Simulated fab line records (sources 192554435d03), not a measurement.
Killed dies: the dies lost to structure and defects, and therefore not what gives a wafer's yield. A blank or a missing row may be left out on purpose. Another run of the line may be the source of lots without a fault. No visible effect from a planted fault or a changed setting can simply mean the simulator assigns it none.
Which tool is to blame?	flow n5-finfet	72 wafers from 24 lots sampled at 6 of the route's 1938 steps

== WHAT THE GAUGES SHOWED, per wafer ==
N5_BEOL_M9_CD_MEAS_28: target cd 70 nm.
lot	measured	on	cd-nm (nm)
L074	day 11 12:12	cd-sem-01	70.16 70.02 70.02
L075	day 12 05:46	cd-sem-03	70.26 69.78 70.13
L077	day 12 10:35	cd-sem-01	70.45 69.99 70.33
L078	day 12 17:26	cd-sem-02	69.99 69.99 70.18
L076	day 12 17:49	cd-sem-01	70.03 69.94 69.97
L079	day 12 20:44	cd-sem-01	69.77 69.80 70.05
L081	day 13 03:29	cd-sem-03	70.38 70.18 70.06
L082	day 13 13:47	cd-sem-02	70.61 69.88 70.38
L080	day 13 14:05	cd-sem-03	69.96 69.85 69.71
L083	day 13 19:23	cd-sem-02	69.98 69.87 70.11
L084	day 13 21:47	cd-sem-01	70.04 70.03 70.18
L085	day 14 13:28	cd-sem-03	70.23 70.30 69.71
L086	day 14 17:17	cd-sem-02	70.22 69.55 70.28
L088	day 14 22:55	cd-sem-02	69.82 69.64 70.03
L087	day 14 23:26	cd-sem-02	69.94 70.11 70.04
L089	day 15 20:31	cd-sem-01	70.02 70.28 69.78
L090	day 16 06:55	cd-sem-01	69.68 69.93 69.79
L092	day 16 08:10	cd-sem-02	70.05 69.76 69.65
L093	day 16 08:14	cd-sem-03	70.18 70.07 70.41
L091	day 16 18:11	cd-sem-03	69.95 69.88 69.86
L096	day 17 13:31	cd-sem-03	70.00 70.11 69.72
L095	day 17 20:38	cd-sem-01	70.04 70.02 70.17
L097	day 18 04:25	cd-sem-01	70.33 69.66 69.94
L094	day 18 06:00	cd-sem-01	69.80 69.98 70.35

N5_BEOL_M10_OVL_MEAS_12.
lot	measured	on	M10_OVL (nm)
L074	day 11 21:10	overlay-02	-0.1 0.4 -1.1
L075	day 12 11:04	overlay-02	-0.1 0.0 -0.9
L077	day 12 16:10	overlay-02	1.2 -0.3 0.7
L078	day 12 23:07	overlay-02	-0.5 0.2 -1.2
L076	day 13 00:11	overlay-01	0.4 1.4 0.4
L079	day 13 02:45	overlay-02	0.9 0.7 -0.4
L081	day 13 09:38	overlay-01	0.7 -1.0 0.0
L082	day 13 20:24	overlay-01	-1.5 -0.2 0.1
L080	day 13 20:50	overlay-01	0.4 1.0 0.1
L083	day 14 00:35	overlay-01	0.5 1.1 1.9
L084	day 14 03:01	overlay-02	1.3 0.7 1.8
L085	day 14 20:23	overlay-02	-0.7 -0.2 -0.9
L086	day 15 03:53	overlay-02	-0.3 -0.1 1.4
L088	day 15 07:29	overlay-02	0.3 1.2 -0.6
L087	day 15 07:14	overlay-01	-0.8 -0.8 -1.5
L089	day 16 01:29	overlay-02	-0.5 -0.4 0.4
L090	day 16 13:00	overlay-02	1.1 1.1 -0.4
L092	day 16 15:14	overlay-01	0.7 -0.2 0.5
L093	day 16 15:25	overlay-01	0.6 -0.1 0.7
L091	day 17 02:16	overlay-01	1.0 1.5 -1.1
L096	day 17 18:52	overlay-02	-0.9 1.4 -0.4
L095	day 18 03:21	overlay-01	-0.6 -2.0 -1.5
L097	day 18 11:55	overlay-02	-1.4 0.4 -0.1
L094	day 18 15:13	overlay-01	1.9 1.7 0.1

== WHAT TOOL EACH LOT RAN ON (gives the tool, then ch and the chambers of the sampled wafers, and finally the start) ==
lot	N5_BEOL_M8_STRIP_36	N5_BEOL_M8_TRENCH_ETCH_37	N5_BEOL_M9_STRIP_80	N5_BEOL_M9_CMP_52
L074	rie-diel-01 ch 2,3, day 11 01:19	rie-diel-01 ch 2,3, day 11 12:12 or earlier	rie-diel-05 ch 0,3, day 11 16:45 or earlier	cmp-04 ch 2,3, day 11 16:45
L075	rie-diel-04 ch 0,2, day 11 23:08	rie-diel-04 ch 0,2, day 12 05:46 or earlier	rie-diel-02 ch 0,2,3, day 12 08:44 or earlier	cmp-04 ch 0,1,2, day 12 08:44
L077	rie-diel-06 ch 0,1,2, day 12 04:38	rie-diel-06 ch 0,1,2, day 12 10:35 or earlier	rie-diel-03 ch 0,1, day 12 13:41 or earlier	cmp-02 ch 0,2,3, day 12 13:41
L078	rie-diel-01 ch 0,1,2, day 12 10:00	rie-diel-01 ch 0,1,2, day 12 17:26 or earlier	rie-diel-03 ch 0,1, day 12 21:03 or earlier	cmp-02 ch 0,1,3, day 12 21:03
L076	rie-diel-01 ch 0,1,2, day 12 11:29	rie-diel-01 ch 0,1,2, day 12 17:49 or earlier	rie-diel-02 ch 0,1,3, day 12 21:26 or earlier	cmp-02 ch 1,2,3, day 12 21:26
L079	rie-diel-04 ch 0,1,2, day 12 15:23	rie-diel-04 ch 0,1,2, day 12 20:44 or earlier	rie-diel-03 ch 0,1,3, day 13 00:13 or earlier	cmp-02 ch 0,2,3, day 13 00:13
L081	rie-diel-06 ch 0,3, day 12 21:11	rie-diel-06 ch 0,3, day 13 03:29 or earlier	rie-diel-03 ch 0,2, day 13 06:55 or earlier	cmp-02 ch 0,2, day 13 06:55
L082	rie-diel-01 ch 1,2,3, day 13 01:25	rie-diel-01 ch 1,2,3, day 13 13:47 or earlier	rie-diel-02 ch 1,2,3, day 13 16:49 or earlier	cmp-04 ch 0,1,2, day 13 16:49
L080	rie-diel-01 ch 0,1, day 13 04:10	rie-diel-01 ch 0,1, day 13 14:05 or earlier	rie-diel-03 ch 2,3, day 13 17:35 or earlier	cmp-03 ch 0,1, day 13 17:35
L083	rie-diel-06 ch 0,3, day 13 14:01	rie-diel-06 ch 0,3, day 13 19:23 or earlier	rie-diel-03 ch 0,2,3, day 13 22:22 or earlier	cmp-02 ch 0,1, day 13 22:22
L084	rie-diel-01 ch 0,1,2, day 13 14:11	rie-diel-01 ch 0,1,2, day 13 21:47 or earlier	rie-diel-03 ch 0,1,3, day 14 00:34 or earlier	cmp-04 ch 0,1,3, day 14 00:34
L085	rie-diel-01 ch 2,3, day 14 07:29	rie-diel-01 ch 2,3, day 14 13:28 or earlier	rie-diel-02 ch 0,1, day 14 18:10 or earlier	cmp-02 ch 1,2,3, day 14 18:10
L086	rie-diel-06 ch 1,2,3, day 14 09:17	rie-diel-06 ch 1,2,3, day 14 17:17 or earlier	rie-diel-05 ch 1,3, day 14 23:24 or earlier	cmp-03 ch 0,2,3, day 14 23:24
L088	rie-diel-04 ch 0,1,3, day 14 10:49	rie-diel-04 ch 0,1,3, day 14 22:55 or earlier	rie-diel-02 ch 1,3, day 15 04:52 or earlier	cmp-02 ch 0,2,3, day 15 04:52
L087	rie-diel-01 ch 1,2, day 14 11:13	rie-diel-01 ch 1,2, day 14 23:26 or earlier	rie-diel-05 ch 1,2,3, day 15 05:10 or earlier	cmp-04 ch 0,1,2, day 15 05:10
L089	rie-diel-04 ch 1,2, day 15 13:47	rie-diel-04 ch 1,2, day 15 20:31 or earlier	rie-diel-03 ch 1,2,3, day 15 23:08 or earlier	cmp-03 ch 1,2,3, day 15 23:08
L090	rie-diel-06 ch 1,3, day 16 00:26	rie-diel-06 ch 1,3, day 16 06:55 or earlier	rie-diel-03 ch 0,1,3, day 16 10:17 or earlier	cmp-04 ch 0,1,3, day 16 10:17
L092	rie-diel-01 ch 0,1,3, day 16 00:37	rie-diel-01 ch 0,1,3, day 16 08:10 or earlier	rie-diel-05 ch 0,3, day 16 13:20 or earlier	cmp-02 ch 0,1, day 16 13:20
L093	rie-diel-06 ch 2,3, day 16 00:50	rie-diel-06 ch 2,3, day 16 08:14 or earlier	rie-diel-03 ch 0,1,3, day 16 13:28 or earlier	cmp-03 ch 0,2,3, day 16 13:28
L091	rie-diel-06 ch 1,3, day 16 08:22	rie-diel-06 ch 1,3, day 16 18:11 or earlier	rie-diel-05 ch 0,2, day 16 22:35 or earlier	cmp-03 ch 0,1,2, day 16 22:35
L096	rie-diel-04 ch 0,1,2, day 17 05:05	rie-diel-04 ch 0,1,2, day 17 13:31 or earlier	rie-diel-05 ch 0,2,3, day 17 16:31 or earlier	cmp-04 ch 0,1,3, day 17 16:31
L095	rie-diel-04 ch 1,2,3, day 17 11:37	rie-diel-04 ch 1,2,3, day 17 20:38 or earlier	rie-diel-02 ch 0,2,3, day 18 00:59 or earlier	cmp-02 ch 0,2,3, day 18 00:59
L097	rie-diel-06 ch 1,2,3, day 17 21:04	rie-diel-06 ch 1,2,3, day 18 04:25 or earlier	rie-diel-05 ch 0,1, day 18 07:59 or earlier	cmp-02 ch 0,1, day 18 07:59
L094	rie-diel-06 ch 1,2, day 17 21:27	rie-diel-06 ch 1,2, day 18 06:00 or earlier	rie-diel-05 ch 0,1, day 18 12:52 or earlier	cmp-02 ch 1,3, day 18 12:52
- N5_BEOL_M8_STRIP_36: strips in N2/H2.
- N5_BEOL_M8_TRENCH_ETCH_37: etches SiCOH lowk in C4F6/O2, target depth 93.478 nm, time 31.2 s.
- N5_BEOL_M9_STRIP_80: strips in N2/H2, time 10 s.
- N5_BEOL_M9_CMP_52: polishes, stops on SiCOH lowk, t overpolish 7 s, target thk 140 nm.

== AS READ BY THE TOOLS THEMSELVES (means over the sampled wafers that have a number; for cases with no such wafer, the mark the record gives instead) ==
N5_BEOL_M8_STRIP_36.
lot	tool	drypump-motor-current-A (A)	oes-product-au (a.u.)	rf-vpp-V (V)	showerhead-plenum-p-Torr (Torr)	throttle-valve-pct (%)
L074	rie-diel-01	5.8	0.78	59.7	2.51	23.75
L075	rie-diel-04	5.8	0.76	60.1	2.64	24.06
L077	rie-diel-06	5.6	0.76	59.2	2.57	23.78
L078	rie-diel-01	5.9	0.80	59.2	2.56	23.74
L076	rie-diel-01	5.9	0.82	59.4	2.56	23.76
L079	rie-diel-04	5.7	0.78	59.7	2.62	23.66
L081	rie-diel-06	5.9	0.72	60.3	2.51	23.77
L082	rie-diel-01	5.9	0.78	58.9	2.52	23.75
L080	rie-diel-01	5.8	0.80	59.9	2.63	23.77
L083	rie-diel-06	5.9	0.73	59.4	2.51	23.77
L084	rie-diel-01	5.9	0.81	56.5	2.55	23.75
L085	rie-diel-01	5.8	0.75	57.4	2.50	23.82
L086	rie-diel-06	5.6	0.74	59.9	2.56	23.70
L088	rie-diel-04	6.1	0.77	59.5	2.61	23.32
L087	rie-diel-01	6.1	0.79	58.3	2.48	23.73
L089	rie-diel-04	5.4	0.88	58.9	2.58	23.76
L090	rie-diel-06	5.7	0.76	59.6	2.54	23.73
L092	rie-diel-01	5.7	0.75	59.1	2.57	23.79
L093	rie-diel-06	5.4	0.70	57.9	2.58	23.73
L091	rie-diel-06	5.8	0.76	59.3	2.54	23.73
L096	rie-diel-04	5.7	0.82	58.6	2.60	23.60
L095	rie-diel-04	5.7	0.79	59.5	2.57	23.53
L097	rie-diel-06	5.5	0.72	58.8	2.55	23.76
L094	rie-diel-06	5.5	0.74	58.9	2.56	23.75

N5_BEOL_M8_TRENCH_ETCH_37.
lot	tool	drypump-motor-current-A (A)	oes-product-au (a.u.)	rf-vpp-V (V)	showerhead-plenum-p-Torr (Torr)	throttle-valve-pct (%)
L074	rie-diel-01	5.8	0.79	667	2.83	21.12
L075	rie-diel-04	5.7	0.76	670	2.94	21.21
L077	rie-diel-06	5.6	0.75	668	2.87	20.97
L078	rie-diel-01	5.9	0.81	668	2.87	21.00
L076	rie-diel-01	6.0	0.81	667	2.87	21.01
L079	rie-diel-04	5.7	0.77	664	2.92	20.96
L081	rie-diel-06	5.9	0.72	658	2.83	20.98
L082	rie-diel-01	5.8	0.78	665	2.83	21.08
L080	rie-diel-01	5.8	0.80	673	2.94	20.97
L083	rie-diel-06	5.9	0.72	658	2.83	21.01
L084	rie-diel-01	5.9	0.80	668	2.86	21.02
L085	rie-diel-01	5.8	0.76	666	2.82	21.17
L086	rie-diel-06	5.6	0.74	671	2.87	20.94
L088	rie-diel-04	6.1	0.77	666	2.92	20.76
L087	rie-diel-01	6.1	0.79	662	2.79	21.09
L089	rie-diel-04	5.4	0.88	666	2.88	20.93
L090	rie-diel-06	5.8	0.77	673	2.85	21.02
L092	rie-diel-01	5.7	0.76	670	2.89	21.07
L093	rie-diel-06	5.4	0.70	669	2.89	20.90
L091	rie-diel-06	5.8	0.75	672	2.84	21.02
L096	rie-diel-04	5.7	0.83	663	2.90	20.88
L095	rie-diel-04	5.7	0.78	667	2.88	20.86
L097	rie-diel-06	5.6	0.71	670	2.86	20.99
L094	rie-diel-06	5.5	0.73	676	2.87	21.00

N5_BEOL_M9_STRIP_80.
lot	tool	drypump-motor-current-A (A)	oes-product-au (a.u.)	rf-vpp-V (V)	showerhead-plenum-p-Torr (Torr)	throttle-valve-pct (%)
L074	rie-diel-05	6.2	0.73	58.9	2.52	23.81
L075	rie-diel-02	5.6	0.84	58.8	2.49	23.72
L077	rie-diel-03	5.9	0.76	58.9	2.61	24.06
L078	rie-diel-03	5.9	0.75	60.0	2.61	24.06
L076	rie-diel-02	5.4	0.79	58.4	2.48	23.81
L079	rie-diel-03	5.7	0.73	60.0	2.60	24.00
L081	rie-diel-03	5.9	0.75	59.9	2.58	23.87
L082	rie-diel-02	5.8	0.76	58.9	2.43	23.84
L080	rie-diel-03	5.6	0.68	58.4	2.47	23.69
L083	rie-diel-03	5.7	0.71	59.2	2.56	23.79
L084	rie-diel-03	5.7	0.72	59.1	2.60	24.01
L085	rie-diel-02	5.3	0.79	59.0	2.47	23.91
L086	rie-diel-05	5.7	0.80	59.2	2.55	23.72
L088	rie-diel-02	5.7	0.70	58.1	2.41	23.96
L087	rie-diel-05	6.0	0.80	59.7	2.52	23.69
L089	rie-diel-03	5.6	0.68	59.0	2.51	23.92
L090	rie-diel-03	5.7	0.71	59.3	2.59	24.02
L092	rie-diel-05	6.0	0.87	58.6	2.49	23.57
L093	rie-diel-03	5.7	0.71	59.2	2.59	24.02
L091	rie-diel-05	5.9	0.92	59.5	2.48	23.42
L096	rie-diel-05	6.1	0.83	60.1	2.48	23.65
L095	rie-diel-02	5.6	0.77	58.5	2.47	23.77
L097	rie-diel-05	5.7	0.88	58.7	2.51	23.46
L094	rie-diel-05	5.5	0.84	59.3	2.53	23.56

N5_BEOL_M9_CMP_52.
lot	tool	barrier-field-endpoint-s (s)	clearing-platen-down-force-psi (psi)	motor-current-A (A)	overpolish-run-s (s)	slurry-filter-dp-kPa (kPa)	time-to-endpoint-s (s)
L074	cmp-04	30.1	1.502	6.2	6.993	13.42	69.4
L075	cmp-04	28.7	1.499	6.1	7.005	13.50	66.0
L077	cmp-02	28.2	1.500	5.7	6.985	13.38	65.5
L078	cmp-02	29.4	1.505	5.7	6.998	13.45	69.3
L076	cmp-02	29.2	1.499	5.7	7.006	13.52	69.0
L079	cmp-02	30.0	1.503	5.9	6.995	13.62	68.0
L081	cmp-02	29.3	1.502	5.8	7.000	13.44	67.4
L082	cmp-04	28.1	1.499	6.2	7.008	13.46	65.3
L080	cmp-03	29.5	1.500	7.5	7.004	13.59	63.7
L083	cmp-02	29.2	1.501	5.9	7.000	13.53	68.8
L084	cmp-04	28.7	1.499	6.3	6.998	13.67	63.1
L085	cmp-02	29.5	1.501	5.8	7.004	13.62	66.0
L086	cmp-03	29.2	1.501	6.6	6.998	13.58	64.0
L088	cmp-02	29.3	1.499	5.9	6.999	13.50	67.7
L087	cmp-04	29.1	1.501	6.1	7.002	13.51	64.6
L089	cmp-03	28.4	1.496	7.2	6.999	13.49	68.0
L090	cmp-04	28.8	1.501	6.1	7.001	13.55	64.9
L092	cmp-02	28.2	1.502	5.8	6.997	13.54	65.8
L093	cmp-03	28.7	1.501	6.4	7.003	13.50	64.3
L091	cmp-03	29.5	1.501	7.2	6.998	13.44	70.2
L096	cmp-04	28.4	1.500	6.3	7.001	13.56	67.8
L095	cmp-02	28.4	1.499	6.0	6.998	13.48	65.6
L097	cmp-02	29.6	1.500	6.1	7.001	13.41	66.5
L094	cmp-02	28.8	1.500	5.7	7.002	13.46	66.6

== THE ANSWER, worked out from the rows above alone ==
Rule: the usual values come from the lots themselves. The widest of any qualifying gaps counts: lots, ordered by their means at a reading, are off when they make up no more than a third of the lots, leave a main group of 4 or more, and stand apart from it by 3 or more times the standard deviation of that group's means. The tables above print the reading to a certain number of digits; a main group whose means all agree to those digits is not used. Also off: a lot with no number at a reading for which 4 or more lots have one. All remaining lots with rows at the step are treated as sound. Order of review: gauges by route order, followed by the tools' own readings, for which a lot's mean as printed above is used. At the first step where some lot is off, the reading lying furthest off is the one used; lots without a number count as furthest.
No lot is off on any of the readings shown, so nothing can be concluded from this.

== WHAT THE SIMULATOR PUT IN ==
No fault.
